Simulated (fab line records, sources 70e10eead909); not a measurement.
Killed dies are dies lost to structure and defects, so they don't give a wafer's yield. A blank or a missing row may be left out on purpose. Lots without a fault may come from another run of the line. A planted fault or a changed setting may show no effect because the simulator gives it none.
fab line records | flow nand_harc | part 2 of 2: steps 40 to 40 of 40
record lots=6 wafers=18 last_day=32
route steps=1302 shown P_M1@295 P_M2@318 END@1302
lots that met no fault: from a run of the same line without faults
start_h: hours from the record's first day to the start of the lot's first wafer shown | wait_h: hours since the lot's step before | " the same as in the row above | L1.1+2: a row that stands for several wafers | - no value, or no start given | * or withheld: withheld | < > ~ a bound
route shown NAME@n: a module of which the file shows steps, and the number in the route of the first | usual: mean/standard deviation of fault-free wafers | same: alike in all rows | chamber/n: place in a boat | sites: the reading at each site | _std_site: their standard deviation | _edge_site: outer sites' mean less inner sites' | radius_mm: how far each site lies from the wafer's centre | mask NAME#n: copy n | behind: the tool/chamber that last shaped the wafer | hold: why the lot was held/for how many hours/how that ended | device: the transistor (n, p or np) that didn't switch | end of line: the same wafers' tests at the end of the route | a step without rows: its recipe alone | killed: dies lost to structure and defects at the first sort, not the wafer's yield | map: a wafer's dies, x killed, . not, _ none there
set.NAME: the setting as run; set.NAME@STEP: as run at that earlier step | model.NAME: the simulator's own value behind a step, which no gauge read
lots at some steps of the route; a table a step, a row a wafer
services: from which hour (start_h, from the record's first day; less than 0 if before it) a tool's chamber was out of use, for how many hours, and why
## steps
# step NHARC_END_SORT_01
# recipe temp_c=25
# usual defect_limited_yield=92.7/2.6 killed_at_array=45/18 killed_at_other=0.9/1.3 killed_at_periphery=3.7/2.2 killed_dies=50/18 killed_open=3.2/1.9 killed_short=2.4/1.6 sort_bin_2_pct=2.5/1.1 sort_bin_3_pct=0.6/0.36 sort_bin_4_pct=4.3/1.5 sort_n_pass=627/18 sort_rim_yield_pct=92/4.3 sort_yield_pct=92.7/2.6
# same gross_dies=677 sort_bin_5_pct[%]=0 sort_bin_6_pct[%]=0 sort_bin_7_pct[%]=0 sort_bin_8_pct[%]=0 sort_rim_n_gross=106.00
# columns lot.wafer tool chamber start_h wait_h defect_limited_yield[%] killed_at_array killed_at_other killed_at_periphery killed_dies killed_open killed_short sort_bin_2_pct[%] sort_bin_3_pct[%] sort_bin_4_pct[%] sort_n_pass sort_rim_yield_pct[%] sort_yield_pct[%]
L396.3 prober-01 0 597.50 3.1 97.2 14 4 1 19 1 1 0.6 0.1 2.1 658 99 97.2
L396.4 prober-01 0 598.30 3.4 94.7 26 5 5 36 4 4 1.8 0.3 3.2 641 92 94.7
L396.5 prober-01 0 599.11 3.7 96.2 21 4 1 26 7 3 0.9 0.1 2.8 651 97 96.2
L398.1 prober-01 0 629.20 2.5 88.2 78 0 2 80 4 1 4.9 1.2 5.8 597 89 88.2
L398.5 prober-01 0 632.42 3.7 89.1 74 0 0 74 1 1 4.6 0.7 5.6 603 82 89.1
L398.6 prober-01 0 633.22 4.0 86.0 93 0 2 95 2 2 5.3 0.9 7.8 582 92 86.0
L405.1 prober-01 0 692.73 2.5 91.6 52 1 4 57 5 1 3.1 0.7 4.6 620 96 91.6
L405.2 prober-01 0 693.52 2.8 92.3 42 0 10 52 3 0 2.7 0.4 4.6 625 88 92.3
L405.5 prober-01 0 695.89 3.7 92.0 49 0 5 54 0 3 2.8 0.9 4.3 623 90 92.0
L406.1 prober-01 0 700.53 2.6 88.9 71 1 3 75 5 4 3.4 0.7 6.9 602 89 88.9
L406.5 prober-01 0 703.75 3.7 79.8 63 2 72 137 4 4 8.7 3.8 7.7 540 89 79.8
L406.6 prober-01 0 704.55 4.0 92.0 49 0 5 54 3 0 2.2 1.0 4.7 623 82 92.0
L407.1 prober-01 0 726.60 2.5 82.4 36 1 82 119 3 2 7.4 3.4 6.8 558 81 82.4
L407.3 prober-01 0 728.21 3.1 91.3 57 0 2 59 6 4 1.9 1.2 5.6 618 86 91.3
L407.4 prober-01 0 729.01 3.4 92.2 51 0 2 53 2 4 2.1 0.4 5.3 624 95 92.2
L414.4 prober-02 0 776.21 3.4 88.0 75 1 5 81 5 1 4.1 0.7 7.1 596 90 88.0
L414.5 prober-02 0 777.03 3.8 88.6 74 1 2 77 3 1 3.7 0.4 7.2 600 92 88.6
L414.6 prober-02 0 777.85 4.1 93.1 45 2 0 47 3 0 2.4 0.4 4.1 630 87 93.1
# killed by level:class
L396.3 A_CHANNEL_HOLE_D2:chamber_film_flake=8 A_DECK1_JOINT:chamber_film_flake=4 THIN_TSV:chamber_film_flake=4 P_GATE:geometric_particle:short=1 A_CHANNEL_HOLE_D1:geometric_particle:open=1 A_CHANNEL_HOLE_D1:chamber_film_flake=1
L396.4 A_CHANNEL_HOLE_D2:chamber_film_flake=10 THIN_TSV:chamber_film_flake=5 A_CHANNEL_HOLE_D1:chamber_film_flake=4 A_ONON_D2:geometric_particle:short=2 P_GATE:chamber_film_flake=2 A_STAIRCASE:chamber_film_flake=2 A_CONTACT:chamber_film_flake=2 P_STI:geometric_particle:open=1
L396.5 A_CHANNEL_HOLE_D2:chamber_film_flake=8 THIN_TSV:chamber_film_flake=4 A_CHANNEL_HOLE_D1:geometric_particle:open=3 P_M0:geometric_particle:short=1 A_ONON_D1:geometric_particle:short=1 A_ONON_D1:geometric_particle:open=1 A_CHANNEL_FILL_D1:geometric_particle:short=1 A_DECK1_JOINT:geometric_particle:open=1
L398.1 A_CHANNEL_HOLE_D2:chamber_film_flake=30 A_CHANNEL_HOLE_D1:chamber_film_flake=21 A_SLIT:chamber_film_flake=18 A_CHANNEL_FILL_D2:chamber_film_flake=2 A_STAIRCASE:chamber_film_flake=2 P_GATE:geometric_particle:short=1 P_CONTACT:geometric_particle:open=1 A_WL_FILL:geometric_particle:open=1
L398.5 A_CHANNEL_HOLE_D1:chamber_film_flake=32 A_CHANNEL_HOLE_D2:chamber_film_flake=20 A_SLIT:chamber_film_flake=13 A_WL_FILL:chamber_film_flake=3 A_CHANNEL_FILL_D2:chamber_film_flake=2 A_WL_FILL:geometric_particle:short=1 A_WL_FILL:geometric_particle:open=1 A_STAIRCASE:chamber_film_flake=1
L398.6 A_CHANNEL_HOLE_D2:chamber_film_flake=35 A_SLIT:chamber_film_flake=26 A_CHANNEL_HOLE_D1:chamber_film_flake=19 A_STAIRCASE:chamber_film_flake=5 A_CHANNEL_FILL_D1:chamber_film_flake=2 A_CHANNEL_FILL_D2:chamber_film_flake=2 P_CONTACT:geometric_particle:open=1 A_SOURCE_PLATE:geometric_particle:short=1
L405.1 A_SLIT:chamber_film_flake=27 A_CHANNEL_HOLE_D1:chamber_film_flake=6 A_ONON_D2:geometric_particle:open=3 P_BONDPAD:chamber_film_flake=3 A_STAIRCASE:chamber_film_flake=3 A_CONTACT:chamber_film_flake=3 A_WL_FILL:chamber_film_flake=2 A_BLC:chamber_film_flake=2
L405.2 A_SLIT:chamber_film_flake=13 A_CONTACT:chamber_film_flake=7 A_STAIRCASE:chamber_film_flake=6 A_CHANNEL_HOLE_D1:chamber_film_flake=4 A_CHANNEL_HOLE_D2:chamber_film_flake=4 P_BONDPAD:chamber_film_flake=3 P_GATE:chamber_film_flake=2 P_CONTACT:chamber_film_flake=2
L405.5 A_SLIT:chamber_film_flake=16 A_CHANNEL_HOLE_D1:chamber_film_flake=8 A_STAIRCASE:chamber_film_flake=6 A_WL_FILL:chamber_film_flake=5 A_CONTACT:chamber_film_flake=4 A_BLC:chamber_film_flake=3 P_CONTACT:chamber_film_flake=3 P_BONDPAD:chamber_film_flake=2
L406.1 A_CHANNEL_HOLE_D1:chamber_film_flake=34 A_CHANNEL_HOLE_D2:chamber_film_flake=12 A_CONTACT:chamber_film_flake=8 A_STAIRCASE:chamber_film_flake=4 A_SGD_CUT:chamber_film_flake=3 A_WL_FILL:geometric_particle:short=2 P_CONTACT:geometric_particle:open=1 P_CONTACT:geometric_particle:short=1
L406.5 P_M1:unspecified=69 A_CHANNEL_HOLE_D1:chamber_film_flake=19 A_CHANNEL_HOLE_D2:chamber_film_flake=19 A_STAIRCASE:chamber_film_flake=5 A_CONTACT:chamber_film_flake=5 A_ONON_D2:geometric_particle:open=2 A_CHANNEL_HOLE_D2:geometric_particle:short=2 P_STI:chamber_film_flake=2
L406.6 A_CHANNEL_HOLE_D1:chamber_film_flake=16 A_CHANNEL_HOLE_D2:chamber_film_flake=11 A_STAIRCASE:chamber_film_flake=8 A_CONTACT:chamber_film_flake=5 P_BONDPAD:chamber_film_flake=3 A_DECK1_JOINT:chamber_film_flake=3 A_SGD_CUT:chamber_film_flake=2 P_GATE:geometric_particle:open=1
L407.1 P_M1:unspecified=82 A_SLIT:chamber_film_flake=19 A_CHANNEL_HOLE_D1:chamber_film_flake=4 A_DECK1_JOINT:geometric_particle:open=3 A_STAIRCASE:chamber_film_flake=3 A_CONTACT:chamber_film_flake=2 A_CHANNEL_FILL_D1:geometric_particle:short=1 A_ONON_D2:geometric_particle:short=1
L407.3 A_SLIT:chamber_film_flake=22 A_CHANNEL_HOLE_D1:chamber_film_flake=10 A_CONTACT:chamber_film_flake=8 A_STAIRCASE:chamber_film_flake=5 A_CHANNEL_FILL_D1:geometric_particle:open=3 A_M0:geometric_particle:open=2 P_GATE:chamber_film_flake=2 A_DECK1_JOINT:geometric_particle:short=1
L407.4 A_SLIT:chamber_film_flake=27 A_CHANNEL_HOLE_D1:chamber_film_flake=9 A_STAIRCASE:chamber_film_flake=6 A_CONTACT:chamber_film_flake=3 P_CONTACT:geometric_particle:open=1 P_CONTACT:geometric_particle:short=1 A_CHANNEL_FILL_D1:geometric_particle:short=1 A_DECK1_JOINT:geometric_particle:open=1
L414.4 A_SLIT:chamber_film_flake=32 A_CHANNEL_HOLE_D2:chamber_film_flake=16 A_CHANNEL_HOLE_D1:chamber_film_flake=10 A_CONTACT:chamber_film_flake=10 P_STI:chamber_film_flake=2 A_STAIRCASE:chamber_film_flake=2 P_CONTACT:geometric_particle:short=1 A_CHANNEL_FILL_D1:geometric_particle:open=1
L414.5 A_SLIT:chamber_film_flake=25 A_CHANNEL_HOLE_D2:chamber_film_flake=24 A_CHANNEL_HOLE_D1:chamber_film_flake=11 A_CONTACT:chamber_film_flake=9 P_STI:geometric_particle:open=1 A_CHANNEL_HOLE_D1:geometric_particle:open=1 A_ONON_D2:geometric_particle:open=1 A_ONON_D2:geometric_particle:short=1
L414.6 A_SLIT:chamber_film_flake=13 A_CHANNEL_HOLE_D2:chamber_film_flake=12 A_CHANNEL_HOLE_D1:chamber_film_flake=10 A_CONTACT:chamber_film_flake=6 A_SGD_CUT:geometric_particle:open=1 A_CONTACT:geometric_particle:open=1 STARTING-WAFER:geometric_particle:open=1 A_CHANNEL_FILL_D1:chamber_film_flake=1
# map L406.5 (x killed, . not)
____________.____________
_________......._________
_______..........._______
______........x....______
_____..............._____
____.....x..........x____
____..x..x...........____
___...................___
___....x..x....x...x.x___
__......xx........x....__
__..xx..xx.xxx.........__
_.......xxx............._
_..x.x.xxx.......x......_
_.xxx.x.x.........x.x..._
_x.xxxxx.....x.........._
_.xxxx.xxx.x............_
.xxxxx.x......xx.........
xxxxxxxxx................
.xxxxxxx.............x...
.xxxxxxx.................
xxxxxxxx..............x..
_xxxxxxx................_
_xxxxxx.x..............._
_xxxxxxx................_
_xxxxxxx................_
_xxxxxx......x.........._
__xxxx.................__
__.x.xx................__
___.......x..x........___
___...................___
____.................____
____.................____
_____..............._____
______.............______
_______.......x..._______
_________......._________
____________.____________
# map L407.1 (x killed, . not)
____________x____________
_________...x.xx_________
_______......x.xx._______
______......xxxxxxx______
_____.....x.x...x..x_____
____.......x..x.xx...____
____.................____
___..............x....___
___..................x___
__.....................__
__.....................__
_.........x............._
_........x.............._
_.x......x...x.....x...._
_.......xx...x.........._
_...x..................._
..xxxx...................
xxxxxxxx.................
.xxxxxx..................
xxxxxxxxxx.........x.....
.xxxxxxxxx....x..........
_xxxxxxxx..............._
_xxxxxxxx..............._
_xxxxxxx................_
_xxxxxx................._
_xxxxxxx.............x.._
__x.xx.x...............__
__xx.x......x.x........__
___...................___
___...................___
____.................____
____.................____
_____..............._____
______.............______
_______..........._______
_________......._________
____________.____________
## services
# columns tool chamber start_h hours kind
rie_diel-03 0 167.50 3.0 repair
rie_diel-04 - 177.90 9.0 pm
pecvd-04 - 186.39 0.5 repair
rie_diel-04 1 187.13 15.8 repair
rie_diel-04 2 202.81 8.5 repair
rie_diel-01 - 203.80 9.0 pm
rie_diel-04 1 203.94 5.0 repair
rie_diel-03 3 208.75 21.2 repair
pecvd-02 - 214.97 0.5 repair
rie_diel-04 3 218.81 16.7 repair
pvd_sputter-01 - 226.00 10.0 pm
pecvd-04 - 237.23 0.7 repair
rie_diel-07 1 240.25 22.2 repair
rie_diel-01 3 241.25 8.4 repair
pvd_sputter-02 - 248.26 4.3 repair
rie_diel-03 - 250.18 1.0 repair
pecvd-04 - 269.41 13.0 pm
rie_diel-03 0 271.41 5.2 repair
rie_diel-03 - 281.30 9.0 pm
pvd_sputter-02 - 283.59 10.0 pm
rie_diel-07 - 294.20 9.0 pm
rie_diel-03 3 320.88 14.5 repair
rie_diel-04 0 336.39 14.7 repair
rie_diel-04 - 354.90 9.0 pm
## key
first_sign step=NHARC_END_SORT_01 reading=killed_at_periphery direction=up sigmas=33 usual=3.7 struck=77
effect step=NHARC_END_SORT_01 reading=killed_dies direction=up sigmas=4.4 usual=50 struck=128
more_kills_born_at NHARC_P_M1_PVD_20@pvd_sputter-01=151
met_at NHARC_P_M1_PVD_20
struck_wafers L406.5,L407.1
loop_trim step=NHARC_P_M1_EXPOSE_06 setting=dose lots=L406,L407
onset_between 173.05 277.89
fault kind=chamber_particle_source tool=pvd_sputter-01 chamber=- onset_h=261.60 steps=NHARC_P_M1_PVD_20 rate_per_visit_cm2=0.85228 end_h=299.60 scope=struck_wafers_only
# loop_trim: a control loop set the setting to another value than it would have without faults
